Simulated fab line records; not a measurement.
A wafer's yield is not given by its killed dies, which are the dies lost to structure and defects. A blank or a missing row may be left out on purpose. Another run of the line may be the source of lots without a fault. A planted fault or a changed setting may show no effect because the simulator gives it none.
fab line records | flow nandHarc
record lots=6 | wafers=18 | lastDay=31
route steps=1302 shown THIN_TSV@1250 END@1302
lots with no fault: from the same line, run without faults
startH: hours from the record's opening day to when the first of the lot's shown wafers began | waitH: hours from the lot's prior step to this one | " unchanged from the row above | L1.1+2: a row that stands for several wafers | - no value present, or no start provided | * or withheld: withheld | < > ~ a bound
route shown NAME@n: NAME is a module with steps in the file, n the number in the route of the first one | usual: the fault-free wafers' mean and standard deviation | same: alike in all rows | chamber/n: place in a boat | sites: readings site by site | _std_site: standard deviation across them | _edge_site: mean of outer sites minus mean of inner sites | radiusMm: for every site, how far away it sits from the centre of the wafer | mask NAME#n: copy n | behind: the last tool/chamber to shape the wafer | hold: what put the lot on hold/how long, in hours/how the hold closed | device: the transistor (n, p or np) that didn't switch | end of line: at the end of the route, the tests of the same wafers | a step given without rows: its recipe and nothing more | killed: the dies lost at the first sort to structure and to defects; this is not the yield of the wafer | map: dies across one wafer; x = killed, . = not, _ = none there
set.NAME: setting as actually run; set.NAME@STEP: the setting as run at that earlier step | model.NAME: the simulator's own value behind a step, which no gauge read
lots at selected steps of the route; one table per step, one row per wafer
services: when a tool's chamber went out of use (startH, in hours from the record's first day, below 0 if earlier), for how many hours, and the reason
## steps
# step NHARC_THIN_TSV_DEP_43
# recipe targetThkA=13285 | tempC=withheld | pressureTorr=6.5 | rfW=900 | teosFlowSccm=161.4 | flowSccm=2650 | targetThkNm=1328.5 | gas=O2 | material=SiO2
# usual mfcPrecursorSccm=161.3/0.48 | throttleValvePct=15.9/0.55
lot.wafer | tool     | chamber | startH | waitH | mfcPrecursorSccm | sinceWetCleanH | throttleValvePct
L386.1    | pecvd-01 | 1       | 577.60 | -     | 161.1            | 72             | 15.4
L386.5    | "        | 2       | "      | "     | 161.7            | -              | 15.0
L386.4    | "        | 1       | "      | "     | 161.4            | -              | 15.4
L389.3    | pecvd-01 | 2       | 579.91 | -     | 162.2            | 74             | 15.2
L389.1    | "        | 0       | "      | "     | 161.3            | 74             | 16.6
L389.2    | "        | 1       | "      | "     | 160.8            | 74             | 15.6
L392.1    | pecvd-02 | 0       | 617.53 | -     | 162.0            | 15             | 15.8
L392.3    | "        | 2       | "      | "     | 161.8            | 15             | 16.7
L392.5    | "        | 0       | "      | "     | 161.4            | -              | 15.8
L393.1    | pecvd-04 | 0       | 618.80 | -     | 161.7            | 156            | 15.5
L393.4    | "        | 2       | "      | "     | 160.7            | -              | 16.1
L393.6    | "        | 0       | "      | "     | 161.9            | -              | 15.4
L395.1    | pecvd-02 | 1       | 631.31 | -     | 160.7            | 29             | 16.2
L395.3    | "        | 2       | "      | "     | 161.6            | 29             | 16.8
L395.6    | "        | 2       | "      | "     | 160.8            | -              | 16.7
L403.2    | pecvd-04 | 0       | 710.95 | -     | 161.0            | 67             | 14.7
L403.1    | "        | 1       | "      | "     | 161.4            | 67             | 15.7
L403.5    | "        | 0       | "      | "     | 160.8            | -              | 15.2
# step NHARC_THIN_TSV_DEHYDRATE_04
# recipe tempC=150 | timeS=120
# step NHARC_THIN_TSV_HMDS_05
# recipe timeS=30
# step NHARC_THIN_TSV_COAT_06
# recipe spinRpm=*
# step NHARC_THIN_TSV_SOFTBAKE_07
# recipe tempC=122 | timeS=95
# step NHARC_THIN_TSV_EBR_08
# step NHARC_THIN_TSV_EXPOSE_09
# recipe na=0.55 | doseMj=30.7 | maskId=TSV
# step NHARC_THIN_TSV_PEB_10
# recipe pebTempC=118 | pebTimeS=85
# step NHARC_THIN_TSV_DEVELOP_11
# recipe timeS=70
# step NHARC_THIN_TSV_CD_MEAS_12
# recipe targetCdNm=1000 | landingEnergyEv=500
# usual cdNm=999.5/1.6
lot.wafer | tool     | chamber | startH | waitH | cdNm
L386.1    | cdSem-03 | 0       | 578.34 | -     | 1000.3
L386.4    | "        | 0       | "      | "     | 1000.8
L386.5    | "        | 0       | "      | "     | 1000.3
L389.1    | cdSem-01 | 0       | 580.74 | -     | 998.1
L389.2    | "        | 0       | "      | "     | 999.6
L389.3    | "        | 0       | "      | "     | 999.0
L392.1    | cdSem-02 | 0       | 618.36 | -     | 998.8
L392.3    | "        | 0       | "      | "     | 997.0
L392.5    | "        | 0       | "      | "     | 998.2
L393.1    | cdSem-03 | 0       | 619.54 | -     | 999.3
L393.4    | "        | 0       | "      | "     | 999.6
L393.6    | "        | 0       | "      | "     | 996.9
L395.1    | cdSem-01 | 0       | 632.09 | -     | 999.4
L395.3    | "        | 0       | "      | "     | 999.5
L395.6    | "        | 0       | "      | "     | 998.3
L403.1    | cdSem-03 | 0       | 711.75 | -     | 1002.1
L403.2    | "        | 0       | "      | "     | 1000.5
L403.5    | "        | 0       | "      | "     | 1000.6
# step NHARC_THIN_TSV_HARDBAKE_13
# recipe tempC=125 | timeS=80
# step NHARC_THIN_TSV_DESCUM_14
# recipe timeS=3 | o2FlowSccm=200 | arFlowSccm=0 | biasPowerW=0 | chemistry=O2
# usual drypumpMotorCurrentA=5.8/0.44 | oesProductAu=0.995/0.0088 | rfVppV=57.7/0.95 | showerheadPlenumPTorr=1.88/0.057 | throttleValvePct=11.309/0.0096
lot.wafer | tool       | chamber | startH | waitH | drypumpMotorCurrentA | oesProductAu | rfHoursCounterH | rfVppV | showerheadPlenumPTorr | throttleValvePct
L386.1    | rieDiel-11 | 1       | 578.51 | -     | 6.3                  | 1.004        | 3.9             | 57.1   | 1.82                  | 11.304
L386.4    | "          | 3       | "      | "     | 5.7                  | 1.009        | 5.1             | 57.1   | 1.86                  | 11.327
L386.5    | "          | 0       | "      | "     | 5.4                  | 1.013        | -               | 59.3   | 2.01                  | 11.313
L389.3    | rieDiel-07 | 2       | 580.91 | -     | 5.4                  | 0.989        | 4.7             | 57.9   | 1.93                  | 11.305
L389.1    | "          | 3       | "      | "     | 5.3                  | 1.000        | 4.3             | 57.7   | 1.85                  | 11.309
L389.2    | "          | 0       | "      | "     | 5.7                  | 1.013        | 3.9             | 58.2   | 1.88                  | 11.302
L392.1    | rieDiel-07 | 0       | 618.53 | -     | 5.7                  | 1.007        | 6.8             | 57.4   | 1.88                  | 11.305
L392.3    | "          | 2       | "      | "     | 5.4                  | 0.984        | 7.3             | 57.6   | 1.93                  | 11.302
L392.5    | "          | 0       | "      | "     | 5.7                  | 1.010        | -               | 57.1   | 1.88                  | 11.297
L393.1    | rieDiel-02 | 2       | 619.70 | -     | 6.0                  | 0.999        | 2.1             | 57.8   | 1.84                  | 11.320
L393.4    | "          | 0       | "      | "     | 5.5                  | 0.982        | 1.6             | 58.6   | 1.88                  | 11.310
L393.6    | "          | 3       | "      | "     | 6.2                  | 1.001        | -               | 59.4   | 1.81                  | 11.312
L395.3    | rieDiel-07 | 0       | 632.25 | -     | 5.7                  | 1.005        | 8.3             | 55.7   | 1.88                  | 11.312
L395.1    | "          | 1       | "      | "     | 6.4                  | 0.990        | 7.8             | 57.0   | 1.89                  | 11.308
L395.6    | "          | 1       | "      | "     | 6.5                  | 0.994        | -               | 56.5   | 1.89                  | 11.309
L403.2    | rieDiel-02 | 3       | 711.92 | -     | 6.2                  | 0.979        | 6.6             | 57.0   | 1.81                  | 11.309
L403.1    | "          | 0       | "      | "     | 5.6                  | 0.974        | 6.4             | 57.8   | 1.88                  | 11.308
L403.5    | "          | 3       | "      | "     | 6.2                  | 0.986        | -               | 57.9   | 1.80                  | 11.302
# step NHARC_THIN_TSV_ETCH_44
# recipe targetDepthA=15942 | timeS=797.1 | cf4FlowSccm=150 | o2FlowSccm=10 | arFlowSccm=0 | rfW=300 | biasW=800 | chemistry=CF4/O2
# usual biasW=800.1/2.6 | drypumpMotorCurrentA=5.7/0.43 | oesProductAu=0.996/0.0073 | rfFwdPowerW=299.7/0.93 | rfVppV=792/3.3 | showerheadPlenumPTorr=1.80/0.05 | throttleValvePct=16.914/0.009
lot.wafer | tool       | chamber | startH | waitH | biasW | drypumpMotorCurrentA | oesProductAu | rfFwdPowerW | rfHoursCounterH | rfVppV | showerheadPlenumPTorr | throttleValvePct
L386.1    | rieDiel-11 | 1       | 578.70 | 0.2   | 802.1 | 6.3                  | 1.002        | 299.3       | 4.0             | 790    | 1.75                  | 16.912
L386.4    | "          | 2       | "      | "     | 804.1 | 6.4                  | 1.005        | 297.7       | 4.7             | 788    | 1.72                  | 16.908
L386.5    | "          | 3       | "      | "     | 801.7 | 5.7                  | 1.005        | 299.9       | -               | 792    | 1.79                  | 16.911
L389.2    | rieDiel-07 | 2       | 580.98 | 0.1   | 801.7 | 5.4                  | 0.991        | 299.6       | 4.8             | 795    | 1.84                  | 16.917
L389.1    | "          | 3       | "      | "     | 797.7 | 5.3                  | 0.989        | 300.6       | 4.4             | 790    | 1.78                  | 16.922
L389.3    | "          | 0       | "      | "     | 798.8 | 5.7                  | 1.007        | 297.5       | 4.0             | 792    | 1.80                  | 16.917
L392.1    | rieDiel-07 | 3       | 618.61 | 0.1   | 802.7 | 5.3                  | 0.989        | 298.9       | 7.3             | 791    | 1.78                  | 16.908
L392.3    | "          | 0       | "      | "     | 801.4 | 5.7                  | 0.748        | 180.2       | 6.9             | 793    | 1.80                  | 16.922
L392.5    | "          | 0       | "      | "     | 793.2 | 5.7                  | 0.751        | 179.8       | -               | 794    | 1.80                  | 16.920
L393.1    | rieDiel-02 | 3       | 619.79 | 0.1   | 799.0 | 6.2                  | 0.989        | 299.7       | 2.0             | 790    | 1.74                  | 16.906
L393.4    | "          | 2       | "      | "     | 798.3 | 6.1                  | 0.994        | 299.6       | 2.2             | 789    | 1.77                  | 16.911
L393.6    | "          | 0       | "      | "     | 797.3 | 5.5                  | 0.994        | 299.6       | -               | 793    | 1.80                  | 16.937
L395.3    | rieDiel-07 | 3       | 632.34 | 0.1   | 795.7 | 5.3                  | 0.993        | 299.4       | 8.8             | 790    | 1.78                  | 16.907
L395.1    | "          | 2       | "      | "     | 802.1 | 5.4                  | 0.988        | 300.4       | 8.3             | 795    | 1.84                  | 16.911
L395.6    | "          | 0       | "      | "     | 791.5 | 5.7                  | 0.753        | 179.6       | -               | 792    | 1.80                  | 16.909
L403.1    | rieDiel-02 | 3       | 712.09 | 0.1   | 800.5 | 6.2                  | 0.988        | 301.6       | 6.7             | 789    | 1.74                  | 16.907
L403.2    | "          | 0       | "      | "     | 797.8 | 5.5                  | 0.987        | 298.2       | 6.5             | 791    | 1.80                  | 16.910
L403.5    | "          | 1       | "      | "     | 801.6 | 5.2                  | 0.996        | 299.7       | -               | 797    | 1.87                  | 16.920
# step NHARC_THIN_TSV_ETCH_15
# recipe targetDepthA=30000 | boschTargetOveretchCycles=2 | boschEtchStepS=2.8 | boschDepStepS=1.2 | boschCycles=14
# usual drypumpMotorCurrentA=5.7/0.39
lot.wafer | tool     | chamber | startH | waitH | drypumpMotorCurrentA | rfHoursCounterH
L386.4    | rieSi-04 | 2       | 579.17 | -     | 5.1                  | 0.38
L386.1    | "        | 3       | "      | "     | 5.5                  | 0.34
L386.5    | "        | 1       | "      | "     | 5.5                  | -
L389.2    | rieSi-04 | 1       | 581.55 | -     | 5.5                  | 0.39
L389.1    | "        | 2       | "      | "     | 5.1                  | 0.42
L389.3    | "        | 0       | "      | "     | 6.2                  | 0.33
L392.1    | rieSi-04 | 1       | 619.21 | -     | 5.5                  | 0.65
L392.3    | "        | 2       | "      | "     | 5.1                  | 0.68
L392.5    | "        | 0       | "      | "     | 6.2                  | -
L393.4    | rieSi-02 | 2       | 620.36 | -     | 5.8                  | 0.72
L393.1    | "        | 3       | "      | "     | 5.6                  | 0.92
L393.6    | "        | 3       | "      | "     | 5.6                  | -
L395.3    | rieSi-03 | 1       | 632.91 | -     | 5.7                  | 0.25
L395.1    | "        | 3       | "      | "     | 5.2                  | 0.23
L395.6    | "        | 1       | "      | "     | 5.7                  | -
L403.1    | rieSi-03 | 1       | 712.70 | -     | 5.7                  | 0.71
L403.2    | "        | 0       | "      | "     | 6.6                  | 0.69
L403.5    | "        | 1       | "      | "     | 5.7                  | -
# step NHARC_END_SORT_01
# recipe tempC=25
# usual defectLimitedYield=90.7/3 | killedAtArray=58/20 | killedAtOther=0.9/1.4 | killedAtPeriphery=4/3.1 | killedDies=63/20 | killedOpen=3.3/1.8 | killedShort=2.4/1.5
# same grossDies=677
lot.wafer | tool      | chamber | startH | waitH | defectLimitedYield[%] | killedAtArray | killedAtOther | killedAtPeriphery | killedDies | killedOpen | killedShort
L392.1    | prober-02 | 0       | 633.34 | 2.5   | 95.6                  | 24            | 3             | 3                 | 30         | 3          | 3
L392.3    | prober-02 | 0       | 634.94 | 3.1   | 0                     | 26            | 649           | 2                 | 677        | 2          | 4
L392.5    | prober-02 | 0       | 636.54 | 3.7   | 0                     | 25            | 651           | 1                 | 677        | 3          | 1
L403.1    | prober-02 | 0       | 730.51 | 2.5   | 90.0                  | 62            | 1             | 5                 | 68         | 4          | 5
L403.2    | prober-02 | 0       | 731.33 | 2.8   | 88.8                  | 71            | 1             | 4                 | 76         | 3          | 3
L403.5    | prober-02 | 0       | 733.78 | 3.8   | 90.0                  | 66            | 0             | 2                 | 68         | 6          | 1
# killed by level:class
L392.1 A_CHANNEL_HOLE_D2:chamberFilmFlake=7 A_M1:chamberFilmFlake=3 THIN_TSV:chamberFilmFlake=3 A_ONON_D1:geometricParticle:open=2 P_ZERO_WELL:chamberFilmFlake=2 A_DECK1_JOINT:chamberFilmFlake=2 A_CHANNEL_FILL_D2:chamberFilmFlake=2 A_WL_FILL:chamberFilmFlake=2
L392.3 THIN_TSV:areaEtch=648 A_CHANNEL_HOLE_D2:chamberFilmFlake=9 A_CONTACT:chamberFilmFlake=4 A_CHANNEL_HOLE_D1:chamberFilmFlake=2 A_WL_FILL:chamberFilmFlake=2 A_M1:chamberFilmFlake=2 P_CONTACT:geometricParticle:open=1 P_M0:geometricParticle:open=1
L392.5 THIN_TSV:areaEtch=651 A_CHANNEL_HOLE_D2:chamberFilmFlake=5 A_CONTACT:chamberFilmFlake=5 A_CHANNEL_HOLE_D1:chamberFilmFlake=4 A_SLIT:chamberFilmFlake=3 A_DECK1_JOINT:chamberFilmFlake=2 P_M0:geometricParticle:open=1 A_ONON_D1:geometricParticle:short=1
L403.1 A_SLIT:chamberFilmFlake=18 A_CHANNEL_HOLE_D1:chamberFilmFlake=17 A_CHANNEL_HOLE_D2:chamberFilmFlake=8 A_BLC:chamberFilmFlake=5 A_STAIRCASE:chamberFilmFlake=3 P_M0:geometricParticle:open=2 P_GATE:chamberFilmFlake=2 A_CONTACT:chamberFilmFlake=2
L403.2 A_SLIT:chamberFilmFlake=29 A_CHANNEL_HOLE_D2:chamberFilmFlake=16 A_CHANNEL_HOLE_D1:chamberFilmFlake=7 A_CONTACT:chamberFilmFlake=6 A_BLC:chamberFilmFlake=6 A_STAIRCASE:chamberFilmFlake=4 A_M0:geometricParticle:open=2 P_GATE:geometricParticle:short=1
L403.5 A_SLIT:chamberFilmFlake=27 A_CHANNEL_HOLE_D2:chamberFilmFlake=14 A_CONTACT:chamberFilmFlake=7 A_CHANNEL_HOLE_D1:chamberFilmFlake=6 A_M1:geometricParticle:open=3 A_BLC:chamberFilmFlake=3 P_M1:geometricParticle:open=1 A_ONON_D1:geometricParticle:short=1
# map L392.3 (x killed, . not)
____________x____________
_________xxxxxxx_________
_______xxxxxxxxxxx_______
______xxxxxxxxxxxxx______
_____xxxxxxxxxxxxxxx_____
____xxxxxxxxxxxxxxxxx____
____xxxxxxxxxxxxxxxxx____
___xxxxxxxxxxxxxxxxxxx___
___xxxxxxxxxxxxxxxxxxx___
__xxxxxxxxxxxxxxxxxxxxx__
__xxxxxxxxxxxxxxxxxxxxx__
_xxxxxxxxxxxxxxxxxxxxxxx_
_xxxxxxxxxxxxxxxxxxxxxxx_
_xxxxxxxxxxxxxxxxxxxxxxx_
_xxxxxxxxxxxxxxxxxxxxxxx_
_xxxxxxxxxxxxxxxxxxxxxxx_
xxxxxxxxxxxxxxxxxxxxxxxxx
xxxxxxxxxxxxxxxxxxxxxxxxx
xxxxxxxxxxxxxxxxxxxxxxxxx
xxxxxxxxxxxxxxxxxxxxxxxxx
xxxxxxxxxxxxxxxxxxxxxxxxx
_xxxxxxxxxxxxxxxxxxxxxxx_
_xxxxxxxxxxxxxxxxxxxxxxx_
_xxxxxxxxxxxxxxxxxxxxxxx_
_xxxxxxxxxxxxxxxxxxxxxxx_
_xxxxxxxxxxxxxxxxxxxxxxx_
__xxxxxxxxxxxxxxxxxxxxx__
__xxxxxxxxxxxxxxxxxxxxx__
___xxxxxxxxxxxxxxxxxxx___
___xxxxxxxxxxxxxxxxxxx___
____xxxxxxxxxxxxxxxxx____
____xxxxxxxxxxxxxxxxx____
_____xxxxxxxxxxxxxxx_____
______xxxxxxxxxxxxx______
_______xxxxxxxxxxx_______
_________xxxxxxx_________
____________x____________
# map L389.1 (x killed, . not)
____________.____________
_________......._________
_______..........._______
______.............______
_____.........x....._____
____.................____
____.................____
___..x.x..............___
___.x..x..............___
__..xxxx..........x....__
__.x..xx.x.............__
_.xxxxx.xxx............._
_..xxxxxx...x....x...x.._
_x.xxx.................._
_xx.xx.........x.x.x...._
_.xxxxx.......x........x_
xxxxxx.....x.............
..xxxx..x..x....x........
.x.xx..........x.x.......
...xx...x..x..xxx........
..x........x.xxxx.x......
_.......x...x.x........._
_...........xx.xx......._
_x............x.xx......_
_...x.x.....x..xxx......_
_x...........x...xx....._
__..............x......__
__.....................__
___...........x.x.....___
___....x......x.......___
____.................____
____.x...............____
_____.x............._____
______.x...........______
_______..........._______
_________......._________
____________.____________
## services
tool       | chamber | startH | hours | kind
rieDiel-07 | 0       | 555.35 | -     | clean
rieDiel-07 | 1       | 555.35 | -     | clean
rieDiel-02 | -       | 570.70 | 9.0   | pm
rieSi-03   | -       | 575.00 | 9.0   | pm
rieDiel-02 | 1       | 581.32 | 17.0  | repair
pecvd-04   | -       | 582.43 | 0.5   | repair
pecvd-02   | -       | 589.66 | 13.0  | pm
rieDiel-11 | 3       | 605.15 | 3.1   | repair
pecvd-02   | -       | 605.25 | 0.8   | repair
rieDiel-11 | -       | 609.53 | 9.0   | pm
pecvd-04   | 2       | 622.94 | 3.1   | repair
rieSi-04   | 0       | 627.35 | 3.4   | repair
rieDiel-02 | 2       | 630.46 | 98.1  | repair
rieSi-02   | -       | 631.00 | 9.0   | pm
pecvd-04   | -       | 631.08 | 13.0  | pm
rieDiel-11 | 2       | 641.67 | 10.2  | repair
rieDiel-11 | 0       | 643.35 | 6.9   | repair
rieDiel-07 | 1       | 646.94 | 6.9   | repair
rieDiel-07 | -       | 649.85 | 9.0   | pm
rieDiel-11 | 1       | 651.02 | 14.0  | repair
pecvd-01   | -       | 673.93 | 13.0  | pm
rieDiel-07 | 3       | 685.42 | 21.7  | repair
rieSi-04   | 1       | 685.60 | 3.8   | repair
rieSi-04   | -       | 696.00 | 9.0   | pm
## key
firstSign step=NHARC_THIN_TSV_ETCH_44 | reading=rfFwdPowerW | direction=down | sigmas=99+ | usual=* | struck=*
effect step=NHARC_THIN_TSV_ETCH_44 | reading=oesProductAu | direction=down | sigmas=34 | usual=0.996 | struck=0.751
effect step=NHARC_END_SORT_01 | reading=defectLimitedYield | direction=down | sigmas=31 | usual=90.7 | struck=0
moreKillsBornAt NHARC_THIN_TSV_ETCH_44@rieDiel-07=1299
metAt NHARC_THIN_TSV_ETCH_44
struckWafers L392.3,L392.5,L395.6
laterRowsLeftOut L392.3,L392.5,L395.6
sortLeftOut L395.6
onsetBetween 580.98 618.61
fault kind=processParameterDrift | tool=rieDiel-07 | chamber=0 | onsetH=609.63 | steps=NHARC_THIN_TSV_ETCH_44 | channel=rfW | offset=* | shape=step | endH=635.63 | actsIn=* | stated=*
# sortLeftOut: the simulated sort isn't trusted on such a fault, so these wafers' sort isn't shown, and their yield isn't known
# laterRowsLeftOut: the simulator's readings of these wafers behind a module that went badly wrong aren't trusted and aren't shown, but for the sort
